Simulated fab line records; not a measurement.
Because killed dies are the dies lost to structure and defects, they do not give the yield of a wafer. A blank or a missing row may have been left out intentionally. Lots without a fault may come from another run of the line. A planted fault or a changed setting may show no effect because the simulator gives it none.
Code-filled problem report in 8D (eight disciplines) form + flow n5-finfet + the parts of the form that need people (team, actions taken, sign-off) are left out

1. WHAT IS WRONG
At N5_BEOL_M8_INSPECT_58, raw-defect-count averages 846 over 6 wafers from 2 lots, while fault-free wafers read 69, standard deviation 24. Relative to the usual mean, that is a shift of +32 standard deviations.
The step: inspects for defects (darkfield).
The first sign was on wafer L508.2 at day 19 10:32, on defect-inspect-02. At this step, 31 wafers from 11 lots have a number in the record. By rule, "out" or "out of limits" means more than 4 standard deviations away from the usual mean. The other wafers with a number count as sound.

2. WHAT IT IS, AND WHAT IT ISN'T
| question                    | is                     | is not                                                                                       |
|-----------------------------|------------------------|----------------------------------------------------------------------------------------------|
| which readings at this step | raw-defect-count       | -                                                                                            |
| which lots                  | L507, L508             | L495, L496, L498, L499, L509, L510, L514, L515, L516                                         |
| which wafers of those lots  | all that have a number | -                                                                                            |
| read on which gauges        | defect-inspect-02      | defect-inspect-01                                                                            |
| when                        | from day 19 10:32      | up to then (12 sound wafers); but 13 sound wafers of L509, L510, L514, L515, L516 came after |

3. THE SUSPECTS, EACH WITH WHAT RULES IT OUT
Counting: a tool at any process step up to the reading remains a suspect when it ran all the lots that are out and ran no sound lot after the first of those.
- the gauge at N5_BEOL_M8_INSPECT_58 has been ruled out. All the wafers that are out were read on defect-inspect-02, but those of them that N5_PASSIVATION_PROBE_49 has rows for are out there too, on other tools.
- ald-metal-04 at N5_BEOL_M8_ALD_77 (deposits TaN, target thk 2 nm, pulse time 2 s, purge time 3 s): ruled out as a lasting fault. Following L508 (day 19 08:32), the first lot on it that is out, the sound lots L510 were run on it.
- pecvd-02 at N5_BEOL_M8_DEP_56 (deposits SiCN from 3MS/NH3, target thk 10 nm, time 17.5 s): kept. It ran every lot that is out, first L508 (day 19 10:25), and no sound lot after that.
After counting, what remains is pecvd-02 at N5_BEOL_M8_DEP_56.

4. THE CAUSE (what the simulator had put in)
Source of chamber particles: pecvd-02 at N5_BEOL_M8_DEP_56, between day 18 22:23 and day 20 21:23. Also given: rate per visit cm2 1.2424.
Counting left only this tool.

5. SEQUENCE OF EFFECTS, ordered by route
Rows list readings where the struck wafers' mean (over those with a number) sits beyond 3 standard deviations from the usual. Readings are gone through only where the record gives a usual standard deviation; hours: the median, over the lots, of the time from a lot's start at the first step in this table giving one to that lot's start at this step; sigmas: the change measured in usual standard deviations.
| hours | step                    | reading              | usual  | on struck wafers | change | sigmas |
|-------|-------------------------|----------------------|--------|------------------|--------|--------|
| 0     | N5_BEOL_M8_INSPECT_58   | raw-defect-count     | 69     | 846              | +777   | +32    |
| 5     | N5_BEOL_M9_INSPECT_13   | raw-defect-count     | 411    | 1172             | +761   | +7.8   |
| 77    | N5_PASSIVATION_PROBE_49 | defect-limited-yield | 90.7 % | 81.5             | -9.2   | -6.1   |
| 77    | N5_PASSIVATION_PROBE_49 | killed_at_M4_up      | 15     | 138              | +122   | +22    |
| 77    | N5_PASSIVATION_PROBE_49 | killed-dies          | 110    | 218              | +108   | +6.0   |
| 77    | N5_PASSIVATION_PROBE_49 | sort_bin_5_function  | 5.5 %  | 11.6             | +6.1   | +5.6   |
| 77    | N5_PASSIVATION_PROBE_49 | sort-n-pass          | 1070   | 961              | -109   | -6.0   |
| 77    | N5_PASSIVATION_PROBE_49 | sort-yield-pct       | 90.7 % | 81.5             | -9.2   | -6.2   |
Its process steps:
- N5_PASSIVATION_PROBE_49

6. HOW IT WOULD HAVE BEEN CAUGHT EARLIER
12 hours passed between the start of the fault at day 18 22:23 and the first reading out of limits at a measuring or inspecting step in this record, taken at day 19 10:32.
Tool readings at N5_BEOL_M8_DEP_56 with a usual standard deviation given in the record: none out on any struck wafer, hence no alarm at a limit of 4 standard deviations on them.
Of the lots that are out (2), L507 began N5_BEOL_M8_DEP_56 on pecvd-02 after day 19 10:32. Had the tool been put on hold then, it would have been spared.
